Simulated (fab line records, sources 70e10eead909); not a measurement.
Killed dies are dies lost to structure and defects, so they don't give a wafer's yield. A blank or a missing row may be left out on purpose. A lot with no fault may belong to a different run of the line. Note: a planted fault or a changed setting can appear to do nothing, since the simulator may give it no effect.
fab line records	flow nandHarc
record lots=13	wafers=39	lastDay=33
route steps=1302 shown P_GATE@182 A_BONDPAD@1222 THIN_TSV@1275 END@1302
lots that met no fault: taken from a fault-free run of the same line
startH: hours from the record's opening day to when the first of the lot's shown wafers began	waitH: time in hours since the lot's previous step	" repeats the value in the row above	L1.1+2: a single row standing in for several wafers	- value missing, or start not given	* or withheld: withheld	< > ~ a bound
route shown NAME@n: NAME is a module with steps in the file, n the number in the route of the first one	usual: mean/standard deviation taken from wafers without a fault	same: alike in all rows	chamber/n: place in a boat	sites: per-site readings	_std_site: standard deviation of those values	_edge_site: outer sites' mean less inner sites'	radiusMm: how far each site lies from the wafer's centre	mask NAME#n: copy n	behind: the tool/chamber that last shaped the wafer	hold: cause of the lot's hold/its duration in hours/its outcome	device: the n, p or np transistor that did not switch	end of line: the tests these same wafers got at the end of their route	a step given without rows: its recipe and nothing more	killed: the dies lost at the first sort to structure and to defects; this is not the yield of the wafer	map: per-die view of a wafer (x killed, . not killed, _ where there is no die)
set.NAME: the setting that was run; set.NAME@STEP: the one run at that earlier step	model.NAME: the simulator's own value behind a step, which no gauge read
a sample of lots followed through the steps of the route, with each step as a table and each wafer as a row
services: from which hour (startH, from the record's first day; less than 0 if before it) a tool's chamber was out of use, for how many hours, and why
## steps
# step NHARC_P_GATE_EXPOSE_56
# recipe na=0.6	targetCdNm=720	doseMj=14.81	maskId=P_PSD
lot.wafer	tool	chamber	startH	waitH	mask
L969.4+5+6	krfScanner-04	0	118.37	-	P_PSD#0
L971.3+4+5	krfScanner-01	0	134.69	-	P_PSD#0
L972.1+4+5	krfScanner-04	0	135.20	-	P_PSD#0
L973.2+3+4	krfScanner-04	0	153.14	-	P_PSD#0
L974.1+4+5	krfScanner-01	0	161.54	-	P_PSD#0
L975.1+3+6	krfScanner-01	0	181.14	-	P_PSD#0
L976.2+3+6	krfScanner-01	0	181.37	-	P_PSD#0
L977.1+2+5	krfScanner-03	0	194.21	-	P_PSD#0
L978.1+2+6	krfScanner-04	0	197.87	-	P_PSD#0
L979.3+4+5	krfScanner-04	0	207.27	-	P_PSD#0
L981.1+2+5	krfScanner-01	0	224.95	-	P_PSD#0
L984.1+4+5	krfScanner-04	0	256.88	-	P_PSD#0
L990.2+3+4	krfScanner-04	0	334.77	-	P_PSD#0
# step NHARC_A_BONDPAD_STRIP_15
# recipe o2FlowSccm=500	arFlowSccm=0	biasW=0	chemistry=O2
# usual drypumpMotorCurrentA=5.4/0.47	oesProductAu=1.005/0.0094	rfVppV=57.8/0.93	showerheadPlenumPTorr=3.56/0.15	throttleValvePct=17.037/0.0091
# same biasW=0
lot.wafer	tool	chamber	startH	waitH	drypumpMotorCurrentA	oesProductAu	rfHoursCounterH	rfVppV	showerheadPlenumPTorr	throttleValvePct
L969.4	rieDiel-07	1	550.43	0.1	5.8	1.010	10	56.8	3.27	17.037
L969.6	"	0	"	"	4.8	1.009	-	58.7	3.66	17.026
L969.5	"	1	"	"	5.8	1.014	-	58.2	3.27	17.057
L972.1	rieDiel-01	2	557.18	0.1	5.3	0.992	5	58.4	3.58	17.043
L972.4	"	0	"	"	4.9	1.018	6	58.1	3.53	17.045
L972.5	"	2	"	"	5.3	0.988	-	58.8	3.58	17.039
L971.3	rieDiel-07	3	565.38	0.1	5.1	1.010	15	57.8	3.49	17.036
L971.4	"	2	"	"	5.4	1.025	14	58.6	3.52	17.059
L971.5	"	0	"	"	4.9	0.999	-	58.5	3.66	17.046
L973.4	rieDiel-07	3	565.98	0.1	5.1	0.999	15	57.3	3.49	17.024
L973.2	"	0	"	"	4.8	1.000	14	59.0	3.66	17.031
L973.3	"	1	"	"	5.8	1.025	13	55.8	3.27	17.031
L974.1	rieDiel-01	1	568.37	0.1	5.7	1.003	0	58.9	3.70	17.047
L974.4	"	2	"	"	5.4	0.996	0	56.3	3.58	17.035
L974.5	"	3	"	"	5.9	1.005	-	58.5	3.76	17.032
L976.2	rieDiel-01	1	594.85	0.1	5.7	0.995	1	58.4	3.70	17.063
L976.3	"	0	"	"	4.9	1.016	1	58.9	3.53	17.048
L976.6	"	1	"	"	5.7	1.003	-	57.7	3.70	17.029
L975.3	rieDiel-01	3	597.83	0.1	5.9	0.999	2	58.5	3.76	17.007
L975.1	"	0	"	"	4.9	1.014	1	56.8	3.53	17.052
L975.6	"	1	"	"	5.7	0.998	-	57.7	3.70	17.044
L977.1	rieDiel-01	1	608.28	0.1	5.7	1.006	2	58.9	3.70	17.023
L977.2	"	2	"	"	5.3	1.006	1	58.0	3.58	17.043
L977.5	"	2	"	"	5.3	1.002	-	58.4	3.58	17.034
L978.1	rieDiel-13	3	610.63	0.1	6.6	1.016	30	58.4	3.49	17.043
L978.2	"	1	"	"	5.7	1.008	30	58.2	3.46	17.051
L978.6	"	3	"	"	6.6	1.006	-	57.5	3.48	17.047
L979.4	rieDiel-07	0	632.41	0.1	4.8	1.008	25	60.2	3.66	17.043
L979.3	"	1	"	"	5.8	1.014	26	56.6	3.26	17.033
L979.5	"	3	"	"	5.1	0.990	-	58.2	3.48	17.043
L981.1	rieDiel-07	3	639.68	0.1	5.1	0.989	27	58.8	3.48	17.028
L981.2	"	1	"	"	5.8	1.005	26	57.0	3.26	17.036
L981.5	"	0	"	"	4.8	0.990	-	57.7	3.66	17.035
L984.1	rieDiel-01	3	663.63	0.1	5.9	0.991	4	58.3	3.76	17.029
L984.4	"	0	"	"	4.9	1.006	4	57.8	3.53	17.027
L984.5	"	1	"	"	5.7	1.003	-	57.0	3.70	17.038
L990.3	rieDiel-07	1	752.85	0.1	5.8	1.006	15	56.8	3.80	17.020
L990.2	"	2	"	"	5.4	1.006	17	57.4	3.50	17.048
L990.4	"	3	"	"	5.1	0.989	19	58.7	3.47	17.043
# step NHARC_THIN_TSV_ANNEAL_52
# recipe tempC=225	timeS=90
# usual wafer_temp_C_max=225.74/0.24
lot.wafer	tool	chamber	startH	waitH	wafer_temp_C_max
L969.4	rtpAnneal-01	0	569.97	0.6	225.31
L969.5	"	0	"	"	225.55
L969.6	"	0	"	"	225.61
L972.1	rtpAnneal-01	0	575.55	0.6	225.87
L972.4	"	0	"	"	225.54
L972.5	"	0	"	"	225.18
L973.2	rtpAnneal-01	0	583.80	0.6	225.49
L973.3	"	0	"	"	225.80
L973.4	"	0	"	"	225.83
L971.3	rtpAnneal-02	0	585.08	0.4	225.89
L971.4	"	0	"	"	225.81
L971.5	"	0	"	"	225.99
L974.1	rtpAnneal-01	0	586.28	0.6	225.96
L974.4	"	0	"	"	225.74
L974.5	"	0	"	"	225.55
L976.2	rtpAnneal-01	0	613.95	0.6	225.60
L976.3	"	0	"	"	225.85
L976.6	"	0	"	"	225.67
L975.1	rtpAnneal-02	0	614.84	0.6	225.58
L975.3	"	0	"	"	225.76
L975.6	"	0	"	"	225.81
L978.1	rtpAnneal-02	0	626.54	0.5	225.98
L978.2	"	0	"	"	226.18
L978.6	"	0	"	"	226.44
L977.1	rtpAnneal-02	0	627.72	0.6	225.91
L977.2	"	0	"	"	225.87
L977.5	"	0	"	"	225.76
L979.3	rtpAnneal-02	0	652.43	0.4	226.28
L979.4	"	0	"	"	225.91
L979.5	"	0	"	"	225.48
L981.1	rtpAnneal-01	0	656.94	0.5	225.82
L981.2	"	0	"	"	225.49
L981.5	"	0	"	"	225.24
L984.1	rtpAnneal-02	0	683.45	0.5	226.04
L984.4	"	0	"	"	225.73
L984.5	"	0	"	"	226.48
L990.2	rtpAnneal-01	0	770.25	0.6	225.80
L990.3	"	0	"	"	225.70
L990.4	"	0	"	"	225.61
# step NHARC_THIN_TSV_STRIP_56
# recipe powerW=1500	tempC=250	chemistry=O2
# usual drypumpMotorCurrentA=5.7/0.66	heaterPowerW=339/20
lot.wafer	tool	chamber	startH	waitH	drypumpMotorCurrentA	heaterPowerW	rfHoursCounterH
L969.4	plasmaAsher-02	1	572.38	0.2	5.0	335	-
L969.6	"	1	"	"	5.0	327	-
L969.5	"	0	"	"	5.9	327	-
L972.1	plasmaAsher-01	1	578.02	0.1	5.0	315	8
L972.4	"	1	"	"	5.0	318	-
L972.5	"	1	"	"	5.0	312	-
L973.2	plasmaAsher-02	0	586.32	0.2	5.9	327	33
L973.3	"	1	"	"	5.0	326	-
L973.4	"	0	"	"	5.9	334	-
L971.4	plasmaAsher-01	0	587.57	0.2	6.6	364	-
L971.3	"	1	"	"	5.0	313	-
L971.5	"	0	"	"	6.6	364	-
L974.1	plasmaAsher-01	0	588.74	0.1	6.6	373	12
L974.4	"	1	"	"	5.1	317	-
L974.5	"	1	"	"	5.1	307	-
L976.2	plasmaAsher-01	0	616.37	0.1	6.6	373	16
L976.3	"	0	"	"	6.6	368	-
L976.6	"	1	"	"	5.1	318	-
L975.1	plasmaAsher-01	1	617.44	0.1	5.1	315	16
L975.3	"	1	"	"	5.0	321	-
L975.6	"	0	"	"	6.6	371	-
L978.2	plasmaAsher-02	0	629.14	0.1	5.9	324	3
L978.1	"	1	"	"	5.1	343	3
L978.6	"	1	"	"	5.0	346	-
L977.1	plasmaAsher-02	1	630.18	0.1	5.0	337	3
L977.2	"	0	"	"	5.9	327	3
L977.5	"	0	"	"	5.9	328	-
L979.3	plasmaAsher-01	0	655.02	0.2	6.5	375	-
L979.4	"	1	"	"	5.1	327	-
L979.5	"	1	"	"	5.1	312	-
L981.2	plasmaAsher-02	1	659.40	0.1	5.1	347	9
L981.1	"	0	"	"	5.9	332	9
L981.5	"	0	"	"	5.9	321	-
L984.1	plasmaAsher-02	0	685.92	0.1	5.9	334	15
L984.4	"	0	"	"	5.9	330	-
L984.5	"	0	"	"	5.9	335	-
L990.2	plasmaAsher-01	1	772.82	0.1	5.1	314	14
L990.3	"	0	"	"	6.6	360	-
L990.4	"	1	"	"	5.1	312	-
# step NHARC_END_SORT_01
# recipe tempC=25
# usual killedAtArray=52/16	killedAtOther=0.8/0.98	killedAtPeriphery=4.2/2.9	killedDies=57/16	killedOpen=3.3/1.9	killedShort=2.5/1.5
# same grossDies=677
lot.wafer	tool	chamber	startH	waitH	killedAtArray	killedAtOther	killedAtPeriphery	killedDies	killedOpen	killedShort
L990.2	prober-01	0	781.06	2.8	17	0	15	32	3	0
L990.3	prober-01	0	781.86	3.1	26	0	8	34	7	3
L990.4	prober-01	0	782.66	3.4	23	2	12	37	2	4
# killed by level:class
L990.2 P_GATE:overlay=12 A_SLIT:chamberFilmFlake=10 A_CONTACT:chamberFilmFlake=4 P_GATE:geometricParticle:open=1 P_CONTACT:geometricParticle:open=1 A_M0:geometricParticle:open=1 P_STI:chamberFilmFlake=1 A_ZERO_WELL:chamberFilmFlake=1
L990.3 A_CONTACT:chamberFilmFlake=6 P_GATE:overlay=6 A_SLIT:chamberFilmFlake=4 A_BONDPAD:chamberFilmFlake=3 A_WL_FILL:geometricParticle:open=2 A_ZERO_WELL:chamberFilmFlake=2 P_M0:geometricParticle:open=1 A_ONON_D1:geometricParticle:open=1
L990.4 P_GATE:overlay=9 A_CONTACT:chamberFilmFlake=8 A_SLIT:chamberFilmFlake=7 A_ZERO_WELL:chamberFilmFlake=2 A_WL_FILL:chamberFilmFlake=2 P_GATE:geometricParticle:short=1 P_M1:geometricParticle:open=1 A_ONON_D2:geometricParticle:short=1
## services
tool	chamber	startH	hours	kind
rieDiel-07	-	117.22	9.0	pm
rieDiel-07	0	160.90	19.4	repair
plasmaAsher-01	-	165.14	9.0	pm
rieDiel-01	-	169.44	1.1	repair
krfScanner-04	-	182.01	4.0	pm
rieDiel-01	-	203.80	9.0	pm
krfScanner-04	-	211.10	1.9	repair
rieDiel-01	3	238.91	4.1	repair
krfScanner-04	-	243.81	0.4	repair
plasmaAsher-02	-	249.36	9.0	pm
plasmaAsher-01	-	318.08	0.9	repair
plasmaAsher-01	-	342.14	9.0	pm
krfScanner-04	-	350.12	7.2	repair
rtpAnneal-01	-	372.26	12.0	pm
krfScanner-04	-	414.13	2.2	repair
plasmaAsher-01	-	516.78	0.7	repair
plasmaAsher-01	-	519.14	9.0	pm
krfScanner-04	-	529.31	4.0	pm
krfScanner-04	-	562.79	0.6	repair
krfScanner-04	-	598.65	2.5	repair
krfScanner-04	-	617.89	1.4	repair
krfScanner-04	-	679.92	0.2	repair
plasmaAsher-01	-	696.14	9.0	pm
krfScanner-04	-	701.31	4.0	pm
## key
firstSign step=NHARC_END_SORT_01	reading=killedAtPeriphery	direction=up	sigmas=2.6	usual=4.2	struck=11.7
effect none on later readings
metAt NHARC_P_GATE_EXPOSE_56
struckLots L990
testerLeftOut L990
notActingAt NHARC_A_BONDPAD_STRIP_15,NHARC_THIN_TSV_ANNEAL_52,NHARC_THIN_TSV_STRIP_56
onsetBetween 256.88 334.77
alsoFits time
fault kind=scannerMatchingOverlay	tool=krfScanner-04	chamber=-	onsetH=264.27	steps=NHARC_P_GATE_EXPOSE_56	offset=-87.287
# testerLeftOut: of these lots the tester's yield and bins aren't shown, on N5 and GAA mostly nor the transistor test; their killed dies are dies lost to structure and defects alone, not to doping, threshold or leakage, so they don't give the yield
